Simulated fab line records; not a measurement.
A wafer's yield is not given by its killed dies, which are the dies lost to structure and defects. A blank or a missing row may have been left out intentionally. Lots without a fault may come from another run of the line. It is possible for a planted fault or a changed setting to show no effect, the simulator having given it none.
2 desks looking at one fault + flow n5_finfet + each desk has only its own numbers; what lay behind them comes last

AT THE TOOL OWNER'S DESK: rie_diel-02
The tool's own readings at N5_BEOL_M13_TRENCH_ETCH_34 (etches SiOC in C4F8/O2/Ar, target depth 413.47 nm, time 162.6 s): means of the sampled wafers that have a number, for each lot that ran on this tool. If a lot's mean is further than 4 standard deviations from the usual mean, the lot is out of limits and carries the mark OUT (the distance appears in the brackets).
Columns: A = bias_w at N5_BEOL_M13_TRENCH_ETCH_34, usual 700.1 W; B = drypump_motor_current_A at N5_BEOL_M13_TRENCH_ETCH_34, usual 5.5 A; C = oes_product_au at N5_BEOL_M13_TRENCH_ETCH_34, usual 0.80 a.u.; D = rf_vpp_V at N5_BEOL_M13_TRENCH_ETCH_34, usual 666.6 V; E = showerhead_plenum_p_Torr at N5_BEOL_M13_TRENCH_ETCH_34, usual 3.46 Torr; F = throttle_valve_pct at N5_BEOL_M13_TRENCH_ETCH_34, usual 24.14 %
| lot  | first seen here | A     | B   | C    | D     | E    | F     |
|------|-----------------|-------|-----|------|-------|------|-------|
| L958 | day 11 15:32    | 697.8 | 5.2 | 0.77 | 669.8 | 3.56 | 24.27 |
| L960 | day 12 02:33    | 699.8 | 5.4 | 0.80 | 665.5 | 3.41 | 23.88 |
| L968 | day 13 18:14    | 700.4 | 5.1 | 0.76 | 667.9 | 3.51 | 24.31 |
| L970 | day 15 00:14    | 700.1 | 5.4 | 0.76 | 668.7 | 3.50 | 24.09 |
| L973 | day 15 05:57    | 699.0 | 5.0 | 0.87 | 668.3 | 3.51 | 23.88 |
| L979 | day 17 03:29    | 700.3 | 5.2 | 0.97 | 665.5 | 3.41 | 23.98 |
This desk's finding: nothing out of limits on any of the 6 lots.

THE METROLOGY DESK
What the gauges read, lot by lot, whatever tool the lot ran on: means of the sampled wafers that have a number. If a lot's mean is further than 4 standard deviations from the usual mean, the lot is out of limits and carries the mark OUT (the distance appears in the brackets). Shown are 7 of the 28 readings it has, namely the first that went out of limits plus those furthest out on some lot.
Columns: A = trench_depth_nm at N5_BEOL_M13_OCD_MEAS_35, usual 413 nm; B = M13_THK at N5_BEOL_M13_THK_MEAS_50, usual 406 nm; C = M13_RS at N5_BEOL_M13_RS_MEAS_54, usual 0.0450 ohm/sq; D = SERP_M10 at N5_BEOL_M15_RC_MEAS_101, usual 3.07 ohm/um; E = SERP_M13 at N5_BEOL_M15_RC_MEAS_101, usual 0.310 ohm/um; F = SERP_M13_max_site at N5_BEOL_M15_RC_MEAS_101, usual 0.313 ohm/um; G = SERP_M9 at N5_BEOL_M15_RC_MEAS_101, usual 3.08 ohm/um
| lot  | first seen here | A             | B             | C                | D    | E               | F               | G    |
|------|-----------------|---------------|---------------|------------------|------|-----------------|-----------------|------|
| L958 | day 11 15:43    | 412           | 404           | 0.0451           | 2.90 | 0.310           | 0.313           | 3.05 |
| L960 | day 12 02:43    | 414           | 407           | 0.0448           | 3.00 | 0.307           | 0.311           | 3.08 |
| L968 | day 13 18:25    | 410           | 405           | 0.0451           | 3.00 | 0.304           | 0.307           | 3.08 |
| L970 | day 15 00:24    | 413           | 404           | 0.0451           | 3.13 | 0.311           | 0.314           | 3.07 |
| L973 | day 15 06:08    | 415           | 406           | 0.0447           | 3.18 | 0.307           | 0.310           | 3.15 |
| L979 | day 17 03:40    | 570 (+22) OUT | 553 (+20) OUT | 0.0324 (-16) OUT | 3.17 | 0.221 (-14) OUT | 0.223 (-14) OUT | 3.31 |
| L981 | day 17 10:25    | 408           | 399           | 0.0454           | 3.15 | 0.315           | 0.318           | 3.01 |
Finding of this desk: L979 out of limits; the first was L979 at day 17 03:40, on trench_depth_nm at N5_BEOL_M13_OCD_MEAS_35. L958, L960, L968, L970, L973, L981 stayed within limits.

BROUGHT TOGETHER
At day 17 03:40 the metrology desk could have sounded an alarm, on L979.
The desk of the tool owner found nothing out of limits.
The tool owner's desk has L979 on record, within its limits.
Of the lots named, all ran N5_BEOL_M13_TRENCH_ETCH_34 on rie_diel-02.

WHAT THE SIMULATOR PUT IN
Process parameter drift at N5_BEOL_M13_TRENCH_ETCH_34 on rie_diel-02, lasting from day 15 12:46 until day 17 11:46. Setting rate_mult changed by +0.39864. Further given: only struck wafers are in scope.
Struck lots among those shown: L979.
Time in hours between the start of the fault and the first out-of-limits reading at each desk: metrology desk, 39.
